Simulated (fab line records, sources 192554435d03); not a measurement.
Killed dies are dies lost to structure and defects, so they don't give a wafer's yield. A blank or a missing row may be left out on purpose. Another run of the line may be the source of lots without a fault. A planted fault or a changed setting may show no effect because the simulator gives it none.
Which of the tools did it? :: flow n5-finfet :: 13 lots, 32 wafers sampled, at 3 steps of a route of 1938

## WHAT THE GAUGES READ, wafer by wafer
N5_BEOL_M15_THK_MEAS_50: measures by xrf. Usual: M15_THK 821 nm, standard deviation 19.
lot: L994
measured: day 16 08:48
on: film-metro-02
M15_THK (nm): 828 812 872
flag: 

lot: L997
measured: day 16 16:04
on: film-metro-01
M15_THK (nm): 819 828
flag: 

lot: L998
measured: day 16 16:25
on: film-metro-02
M15_THK (nm): 813 790 816
flag: 

lot: L999
measured: day 17 06:09
on: film-metro-02
M15_THK (nm): 817 847 821
flag: 

lot: L103
measured: day 17 08:34
on: film-metro-02
M15_THK (nm): 828 797 838
flag: 

lot: L100
measured: day 17 15:52
on: film-metro-01
M15_THK (nm): 796 823
flag: 

lot: L105
measured: day 17 19:34
on: film-metro-02
M15_THK (nm): 835 810
flag: 

lot: L106
measured: day 18 11:23
on: film-metro-02
M15_THK (nm): 803 800 800
flag: 

lot: L111
measured: day 19 01:40
on: film-metro-02
M15_THK (nm): 852 817
flag: 

lot: L110
measured: day 19 09:22
on: film-metro-02
M15_THK (nm): 837 803
flag: 

lot: L108
measured: day 19 12:31
on: film-metro-02
M15_THK (nm): 824 825
flag: 

lot: L116
measured: day 21 04:40
on: film-metro-02
M15_THK (nm): 815 830 838
flag: 

lot: L117
measured: day 21 17:16
on: film-metro-01
M15_THK (nm): 811 802
flag: 

N5_MIM_TOP_LITHO_CD_MEAS_08: target cd 2000 nm. Usual: cd-nm 1999.4 nm, standard deviation 2.3.
lot: L994
measured: day 16 12:42
on: cd-sem-02
cd-nm (nm): 1998.6 1998.7 1996.5
flag: 

lot: L997
measured: day 16 19:31
on: cd-sem-01
cd-nm (nm): 1999.3 1998.9
flag: 

lot: L998
measured: day 16 19:54
on: cd-sem-01
cd-nm (nm): 2000.1 1998.5 2001.0
flag: 

lot: L999
measured: day 17 09:17
on: cd-sem-01
cd-nm (nm): 2000.6 2002.3 1997.5
flag: 

lot: L103
measured: day 17 13:35
on: cd-sem-02
cd-nm (nm): 1997.9 1994.8 1996.7
flag: 

lot: L100
measured: day 17 18:54
on: cd-sem-01
cd-nm (nm): 2001.8 2002.6
flag: 

lot: L105
measured: day 17 23:40
on: cd-sem-03
cd-nm (nm): 1994.2 1998.3
flag: 

lot: L106
measured: day 18 14:41
on: cd-sem-03
cd-nm (nm): 2000.3 2000.4 1999.1
flag: 

lot: L111
measured: day 19 07:01
on: cd-sem-01
cd-nm (nm): 1999.6 1998.5
flag: 

lot: L110
measured: day 19 13:13
on: cd-sem-03
cd-nm (nm): 2001.1 2000.2
flag: 

lot: L108
measured: day 19 18:28
on: cd-sem-01
cd-nm (nm): 2000.5 2002.6
flag: 

lot: L116
measured: day 21 10:14
on: cd-sem-02
cd-nm (nm): 1996.3 2000.1 2002.0
flag: 

lot: L117
measured: day 21 20:58
on: cd-sem-01
cd-nm (nm): 2003.6 2000.0
flag: 

## TOOL THAT RAN EACH LOT (tool first, then ch and the chambers of the sampled wafers, then the start)
lot: L994
N5_MIM_TOP_LITHO_EXPOSE_05: krf-scanner-02 ch 0, day 16 12:32

lot: L997
N5_MIM_TOP_LITHO_EXPOSE_05: krf-scanner-02 ch 0, day 16 19:21

lot: L998
N5_MIM_TOP_LITHO_EXPOSE_05: krf-scanner-02 ch 0, day 16 19:43

lot: L999
N5_MIM_TOP_LITHO_EXPOSE_05: krf-scanner-02 ch 0, day 17 09:07

lot: L103
N5_MIM_TOP_LITHO_EXPOSE_05: krf-scanner-02 ch 0, day 17 13:25

lot: L100
N5_MIM_TOP_LITHO_EXPOSE_05: krf-scanner-02 ch 0, day 17 18:44

lot: L105
N5_MIM_TOP_LITHO_EXPOSE_05: krf-scanner-02 ch 0, day 17 23:31

lot: L106
N5_MIM_TOP_LITHO_EXPOSE_05: krf-scanner-02 ch 0, day 18 14:31

lot: L111
N5_MIM_TOP_LITHO_EXPOSE_05: krf-scanner-02 ch 0, day 19 06:50

lot: L110
N5_MIM_TOP_LITHO_EXPOSE_05: krf-scanner-02 ch 0, day 19 13:02

lot: L108
N5_MIM_TOP_LITHO_EXPOSE_05: krf-scanner-01 ch 0, day 19 18:18

lot: L116
N5_MIM_TOP_LITHO_EXPOSE_05: krf-scanner-01 ch 0, day 21 10:04

lot: L117
N5_MIM_TOP_LITHO_EXPOSE_05: krf-scanner-02 ch 0, day 21 20:47
- N5_MIM_TOP_LITHO_EXPOSE_05: exposes mask MIM TOP, target cd 2000 nm.

## AS READ BY THE TOOLS THEMSELVES (means over the sampled wafers that have a number; for cases with no such wafer, the mark the record gives instead)
N5_MIM_TOP_LITHO_EXPOSE_05. Usual: exposure-dose-mJ-cm2 20.478, standard deviation 0.02.
lot: L994
tool: krf-scanner-02
exposure-dose-mJ-cm2: 20.456
flag: 

lot: L997
tool: krf-scanner-02
exposure-dose-mJ-cm2: 20.484
flag: 

lot: L998
tool: krf-scanner-02
exposure-dose-mJ-cm2: 20.481
flag: 

lot: L999
tool: krf-scanner-02
exposure-dose-mJ-cm2: 20.470
flag: 

lot: L103
tool: krf-scanner-02
exposure-dose-mJ-cm2: 20.489
flag: 

lot: L100
tool: krf-scanner-02
exposure-dose-mJ-cm2: 20.468
flag: 

lot: L105
tool: krf-scanner-02
exposure-dose-mJ-cm2: 20.477
flag: 

lot: L106
tool: krf-scanner-02
exposure-dose-mJ-cm2: 20.493
flag: 

lot: L111
tool: krf-scanner-02
exposure-dose-mJ-cm2: 20.480
flag: 

lot: L110
tool: krf-scanner-02
exposure-dose-mJ-cm2: 20.462
flag: 

lot: L108
tool: krf-scanner-01
exposure-dose-mJ-cm2: 20.460
flag: 

lot: L116
tool: krf-scanner-01
exposure-dose-mJ-cm2: 20.472
flag: 

lot: L117
tool: krf-scanner-02
exposure-dose-mJ-cm2: 20.126
flag: OFF

## THE ANSWER, worked out from the rows above alone
Rule: a lot is off if the mean of its wafers that have a number lies more than 3 standard deviations from the usual mean. A lot without any number at a reading at which 4 lots or more have one is off too. All remaining lots with rows at the step are treated as sound. The gauges are gone through in route order, then the tools' own readings, and for those a lot's mean is taken as printed above. At the first step where some lot is off, the reading lying furthest off is the one used; lots without a number count as furthest.
Off, at N5_MIM_TOP_LITHO_EXPOSE_05 on exposure-dose-mJ-cm2: L117.
A tool fits if, at that step or a process step before it, it ran every lot that is off, and no sound lot after the first of them. One candidate fits, namely krf-scanner-02 at N5_MIM_TOP_LITHO_EXPOSE_05. A fault onset in the window from L110 (day 19 13:02, its last sound lot) to L117 (day 21 20:47, its first lot off) fits.
The tool's own readings at N5_MIM_TOP_LITHO_EXPOSE_05 bear it out: on the lots that are off they differ by more than 5 times the standard deviation of the sound lots' means. exposure-dose-mJ-cm2 reads 20.126 there against 20.474 on the sound lots.

## WHAT WAS PUT IN BY THE SIMULATOR
Process parameter drift: krf-scanner-02, from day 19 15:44 on, at N5_MIM_TOP_LITHO_EXPOSE_05. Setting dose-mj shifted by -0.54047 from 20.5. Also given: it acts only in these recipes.
Shown lots that were struck: L117. The rule above found the same.
